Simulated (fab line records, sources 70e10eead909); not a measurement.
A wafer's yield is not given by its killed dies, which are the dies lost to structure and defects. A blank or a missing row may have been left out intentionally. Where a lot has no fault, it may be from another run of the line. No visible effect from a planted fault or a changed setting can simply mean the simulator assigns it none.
Matching of chambers	flow nand_harc	4 sister chambers for NHARC_A_STAIRCASE_TRIM_233 on rie_diel-11
The step chemistry O2, time 211.2 s. 4 wafers are shown with their chamber, then 7 later ones without.

== WAFERS PAIRED WITH THEIR CHAMBERS ==
wafer	chamber	showerhead_plenum_p_Torr (Torr)
L133.3	2	3.31
L133.6	0	3.79
L137.1	3	3.34
L137.2	1	3.31

== WAFERS WITHOUT THEIR CHAMBER ==
wafer	showerhead_plenum_p_Torr (Torr)
L137.5	3.31
L139.1	3.34
L139.2	3.31
L139.5	3.78
L142.2	3.31
L142.5	3.30
L142.6	3.34

== THE CHAMBER EACH PASSED THROUGH ==
wafer	from the rows above	in truth
L137.5	can't be placed: 1 or 2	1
L139.1	3	3
L139.2	can't be placed: 1 or 2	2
L139.5	0	0
L142.2	can't be placed: 1 or 2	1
L142.5	can't be placed: 1 or 2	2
L142.6	3	3
Correct placement for 3 of the 7. Can't be placed from these rows: 4 (the true chamber is among the candidates in 4). 0 placed wrongly.
How it was worked out, from the rows above alone: a wafer's distance from a chamber is the root of the sum, over the readings, of the square of ((its reading less the chamber's mean) divided by the reading's scatter). If the next closest chamber is less than 2 further off than the closest, the wafer can't be placed; otherwise it belongs to the closest. A chamber's mean is the mean of its shown wafers. The scatter: with one shown wafer a chamber, the root of the mean of the squares of how far each hidden wafer lies from its nearest shown one.
